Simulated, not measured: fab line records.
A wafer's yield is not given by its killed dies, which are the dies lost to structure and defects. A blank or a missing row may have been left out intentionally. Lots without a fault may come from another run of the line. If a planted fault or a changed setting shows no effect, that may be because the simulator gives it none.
Chamber matching :: flow n5_finfet :: rie_diel-01 running N5_BEOL_M2_ETCH_63: 4 sister chambers
The step etches SiARC in CF4, target depth 15.6 nm, time 26 s. 4 wafers are shown with their chamber, then 9 later ones without.

## WAFERS, EACH WITH ITS CHAMBER
wafer: L085.4
chamber: 1
showerhead_plenum_p_Torr (Torr): 2.10

wafer: L088.1
chamber: 3
showerhead_plenum_p_Torr (Torr): 2.17

wafer: L088.2
chamber: 0
showerhead_plenum_p_Torr (Torr): 2.19

wafer: L088.3
chamber: 2
showerhead_plenum_p_Torr (Torr): 2.13

## WAFERS MISSING THEIR CHAMBER
wafer: L088.4
showerhead_plenum_p_Torr (Torr): 2.10

wafer: L088.5
showerhead_plenum_p_Torr (Torr): 2.13

wafer: L088.6
showerhead_plenum_p_Torr (Torr): 2.17

wafer: L090.1
showerhead_plenum_p_Torr (Torr): 2.19

wafer: L090.3
showerhead_plenum_p_Torr (Torr): 2.17

wafer: L090.5
showerhead_plenum_p_Torr (Torr): 2.17

wafer: L092.1
showerhead_plenum_p_Torr (Torr): 2.09

wafer: L092.2
showerhead_plenum_p_Torr (Torr): 2.13

wafer: L092.3
showerhead_plenum_p_Torr (Torr): 2.17

## WHICH CHAMBER EACH WENT THROUGH
wafer: L088.4
from the rows above: 1
in truth: 1

wafer: L088.5
from the rows above: 2
in truth: 2

wafer: L088.6
from the rows above: 3
in truth: 3

wafer: L090.1
from the rows above: 0
in truth: 0

wafer: L090.3
from the rows above: 3
in truth: 3

wafer: L090.5
from the rows above: 3
in truth: 3

wafer: L092.1
from the rows above: 1
in truth: 1

wafer: L092.2
from the rows above: 2
in truth: 2

wafer: L092.3
from the rows above: 3
in truth: 3
Correctly placed: 9 of 9. From these rows, 0 cannot be placed. Wrongly placed: 0.
How it was worked out, from the rows above alone: a wafer's distance from a chamber is the root of the sum, over the readings, of the square of ((its reading less the chamber's mean) divided by the reading's scatter). If the next closest chamber is less than 2 further off than the closest, the wafer can't be placed; otherwise it belongs to the closest. A chamber's mean is the mean of its shown wafers. The scatter: with one shown wafer a chamber, the root of the mean of the squares of how far each hidden wafer lies from its nearest shown one.
